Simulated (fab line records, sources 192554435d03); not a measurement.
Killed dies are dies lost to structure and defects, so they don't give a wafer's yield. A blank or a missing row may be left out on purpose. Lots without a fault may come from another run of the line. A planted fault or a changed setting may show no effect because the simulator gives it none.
Chamber matching | flow n5_finfet | N5_BEOL_M5_PRE_CLEAN_77 on cvd_co-01: 3 sister chambers
The step time 15 s. 6 wafers are shown with their chamber, then 12 later ones without.

WAFERS WITH THEIR CHAMBER
wafer  | chamber | heater_power_w (W)
L092.1 | 2       | 86
L092.4 | 2       | 86
L092.5 | 1       | 84
L091.3 | 0       | 91
L091.4 | 1       | 85
L091.5 | 0       | 93

WAFERS WITHOUT THEIR CHAMBER
wafer  | heater_power_w (W)
L094.2 | 85
L094.3 | 85
L094.4 | 84
L093.2 | 86
L093.3 | 89
L093.6 | 91
L095.1 | 87
L095.2 | 89
L095.6 | 84
L097.4 | 93
L097.5 | 85
L097.6 | 86

WHICH CHAMBER EACH WENT THROUGH
wafer  | from the rows above          | in truth
L094.2 | can't be placed: 1 or 2      | 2
L094.3 | can't be placed: 1 or 2      | 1
L094.4 | can't be placed: 1 or 2      | 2
L093.2 | can't be placed: 2 or 1      | 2
L093.3 | can't be placed: 0 or 2 or 1 | 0
L093.6 | 0                            | 0
L095.1 | can't be placed: 2 or 1      | 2
L095.2 | can't be placed: 0 or 2 or 1 | 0
L095.6 | can't be placed: 1 or 2      | 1
L097.4 | 0                            | 0
L097.5 | can't be placed: 1 or 2      | 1
L097.6 | can't be placed: 2 or 1      | 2
Placed correctly: 2 of 12. Can't be placed from these rows: 10 (the true chamber is among the candidates in 10). Placed wrongly: 0.
How it was worked out, from the rows above alone: a wafer's distance from a chamber is the root of the sum, over the readings, of the square of ((its reading less the chamber's mean) divided by the reading's scatter). The wafer belongs to the nearest chamber; if the next one is less than 2 further off, it can't be placed. A chamber's mean is the mean of its shown wafers. The scatter: the root of (the sum of the squares of (reading less its chamber's mean) over the shown wafers, divided by (wafers less chambers)).
